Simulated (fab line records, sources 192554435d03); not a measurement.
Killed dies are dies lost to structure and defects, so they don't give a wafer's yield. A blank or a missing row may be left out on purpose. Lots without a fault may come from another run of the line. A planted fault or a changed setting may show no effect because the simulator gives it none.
Split-lot experiment | flow n5_finfet | 7 lots, 39 wafers read, on a route of 1938 steps

THE SPLIT
At N5_DUMMY_GATE_ETCH_32 (etches SiO2 in CF4, target depth 3.5 nm, time 3.9 s), the setting time_s was moved away from the recipe's 3.9 s on 15 of the 39 wafers read, by -19.6% to +23.8%. The other wafers ran this setting at the recipe's value.

The reading is taken at the split's own step.

THE READING
etch.depth_nm (the simulator's own value, which no gauge read), in nm, at N5_DUMMY_GATE_ETCH_32 (etches SiO2 in CF4, target depth 3.5 nm, time 3.9 s). The file gives no usual value for it. The 24 wafers here that ran the recipe average 3.472 nm, standard deviation 0.032 nm.

wafer  | tool, chamber at the split | time_s as run, s | against the recipe | etch.depth_nm, nm | against lot-mates on the recipe
L080.1 | rie_si-04, 1               | 4.299            | +10.2%             | 3.859             | +0.396
L080.2 | rie_si-04, 0               | 3.9              | recipe             | 3.459             | -
L080.3 | rie_si-04, 2               | 3.9              | recipe             | 3.43              | -
L080.4 | rie_si-04, 3               | 4.299            | +10.2%             | 3.813             | +0.350
L080.5 | rie_si-04, 1               | 3.9              | recipe             | 3.501             | -
L080.6 | rie_si-04, 2               | 4.299            | +10.2%             | 3.83              | +0.367
L084.1 | rie_si-03, 3               | 4.407            | +13.0%             | 3.94              | +0.429
L084.2 | rie_si-03, 1               | 3.9              | recipe             | 3.526             | -
L084.3 | rie_si-03, 0               | 3.9              | recipe             | 3.53              | -
L084.4 | rie_si-03, 3               | 3.9              | recipe             | 3.477             | -
L084.5 | rie_si-03, 1               | 4.407            | +13.0%             | 3.969             | +0.458
L084.6 | rie_si-03, 0               | 4.407            | +13.0%             | 3.963             | +0.452
L085.1 | rie_si-01, 3               | 3.9              | recipe             | 3.502             | -
L085.2 | rie_si-01, 2               | 3.137            | -19.6%             | 2.772             | -0.723
L085.3 | rie_si-01, 0               | 3.137            | -19.6%             | 2.867             | -0.628
L085.4 | rie_si-01, 1               | 3.9              | recipe             | 3.499             | -
L085.5 | rie_si-01, 3               | 3.9              | recipe             | 3.484             | -
L085.6 | rie_si-01, 2               | 3.137            | -19.6%             | 2.788             | -0.707
L089.1 | rie_si-01, 1               | 3.9              | recipe             | 3.447             | -
L089.2 | rie_si-01, 0               | 3.9              | recipe             | 3.51              | -
L089.3 | rie_si-01, 3               | 3.9              | recipe             | 3.466             | -
L089.4 | rie_si-01, 2               | 3.9              | recipe             | 3.443             | -
L089.5 | rie_si-01, 3               | 3.9              | recipe             | 3.492             | -
L089.6 | rie_si-01, 2               | 3.9              | recipe             | 3.441             | -
L090.1 | rie_si-04, 1               | 4.827            | +23.8%             | 4.336             | +0.883
L090.2 | rie_si-04, 0               | 3.9              | recipe             | 3.446             | -
L090.3 | rie_si-04, 2               | 3.9              | recipe             | 3.464             | -
L090.4 | rie_si-04, 3               | 4.827            | +23.8%             | 4.261             | +0.808
L090.5 | rie_si-04, 0               | 4.827            | +23.8%             | 4.285             | +0.832
L090.6 | rie_si-04, 3               | 3.9              | recipe             | 3.45              | -
L092.1 | rie_si-03, 2               | 3.9              | recipe             | 3.422             | -
L092.3 | rie_si-03, 3               | 3.9              | recipe             | 3.48              | -
L092.6 | rie_si-03, 2               | 3.9              | recipe             | 3.417             | -
L095.1 | rie_si-01, 2               | 3.9              | recipe             | 3.448             | -
L095.2 | rie_si-01, 0               | 3.9              | recipe             | 3.501             | -
L095.3 | rie_si-01, 3               | 4.372            | +12.1%             | 3.938             | +0.454
L095.4 | rie_si-01, 1               | 4.372            | +12.1%             | 3.899             | +0.415
L095.5 | rie_si-01, 0               | 3.9              | recipe             | 3.504             | -
L095.6 | rie_si-01, 3               | 4.372            | +12.1%             | 3.897             | +0.413

THE FIT
A straight line over all 39 wafers: etch.depth_nm changes by +0.0348 nm for each +1% of time_s; r = +1.00; the points scatter about the line by 0.033 nm.
The same after taking each lot's own level away (the mean of its wafers on the recipe; 39 wafers): +0.0352 nm for each +1%; r = +1.00; scatter 0.026 nm.
On that fit, the largest move of time_s shifts the reading by 0.84 nm.
The lots' own levels span 3.4397 to 3.5110 nm, that is 2.2 times the standard deviation above.
So the lot-to-lot level changes the slope little: the two slopes agree.
Check: with one of the wafers moved furthest among these (+23.8%) left out of the fit, the line predicts +0.83 nm for it against its lot-mates. It came out at +0.883 nm against them.

OTHER SPLITS ON THESE WAFERS
These wafers also went through other splits before the reading. Each is held against what the fit with the lots' levels taken away leaves over:
other split on the same wafers       | wafers away from the commonest value | r with etch.depth_nm (lot level and that fit taken away)
N5_FIN_SAQP_HM_DEP_72 target_thk_a   | 15                                   | +0.06
N5_FIN_SAQP_ETCH_64 bias_w           | 12                                   | +0.11
N5_DUMMY_GATE_ETCH_31 target_depth_a | 15                                   | -0.17

THE FILE'S OWN FIT
etch.depth_nm changes by +0.0352 nm for each +1% of time_s, r = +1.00.
